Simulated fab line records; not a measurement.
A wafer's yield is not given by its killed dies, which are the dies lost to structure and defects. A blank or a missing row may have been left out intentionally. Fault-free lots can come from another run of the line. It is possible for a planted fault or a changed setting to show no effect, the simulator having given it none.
Chamber matching ; flow n5 finfet ; N5_BEOL_M6_ILD_DEP_00 on pecvd-03 has 3 sister chambers
The step deposits SiCOH lowk from DEMS/porogen, target thk 179.75 nm, time 33.4 s. 16 wafers are shown with their chamber, then 8 later ones without.

== WAFERS WITH THEIR CHAMBER ==
wafer;chamber;heater power w (W);showerhead plenum p Torr (Torr);throttle valve pct (%)
L076.2;1;284;5.758;13.4
L076.3;0;344;5.756;12.9
L076.4;0;359;5.777;13.1
L077.1;2;337;5.759;13.3
L077.2;1;301;5.744;13.4
L077.4;1;301;5.747;13.3
L078.1;2;325;5.775;13.5
L078.4;2;325;5.771;13.3
L078.6;0;401;5.769;13.4
L084.2;1;249;5.750;13.1
L084.3;2;303;5.776;13.5
L084.6;0;381;5.767;13.3
L086.1;0;413;5.766;13.4
L086.3;1;253;5.749;13.5
L086.5;1;268;5.748;13.7
L089.1;1;260;5.741;13.2

SIGNATURES (means of the wafers above)
reading;chamber 0;chamber 1;chamber 2;scatter within a chamber
heater power w;379.60;273.71;322.50;22.7
showerhead plenum p Torr;5.76700;5.74814;5.77025;0.00668
throttle valve pct;13.220;13.371;13.400;0.189
Rule: distance of a wafer from a chamber = root of the sum over the readings of ((wafer's reading minus chamber's mean) / reading's scatter) squared. If the next closest chamber is less than 2 further off than the closest, the wafer can't be placed; otherwise it belongs to the closest. The scatter: take each reading less its chamber's mean, square it, sum over the shown wafers, divide by the number of wafers less the number of chambers, and take the root.

== WAFERS WITHOUT THEIR CHAMBER ==
wafer;heater power w (W);showerhead plenum p Torr (Torr);throttle valve pct (%)
L089.4;407;5.773;13.4
L089.5;274;5.758;13.4
L092.1;273;5.742;13.5
L092.2;282;5.773;13.6
L092.3;380;5.763;13.5
L096.2;268;5.749;13.5
L096.4;406;5.749;13.4
L096.6;279;5.745;13.6

== WHICH CHAMBER EACH WENT THROUGH ==
wafer;from the rows above;in truth
L089.4;can't be placed: 0 or 2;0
L089.5;can't be placed: 1 or 2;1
L092.1;1;1
L092.2;can't be placed: 2 or 1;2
L092.3;can't be placed: 0 or 2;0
L096.2;1;1
L096.4;can't be placed: 0 or 2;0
L096.6;1;1
Correct placement for 3 of the 8. Unplaceable from these rows: 5, with the true chamber sitting among the candidates in 5. Placed wrongly: 0.
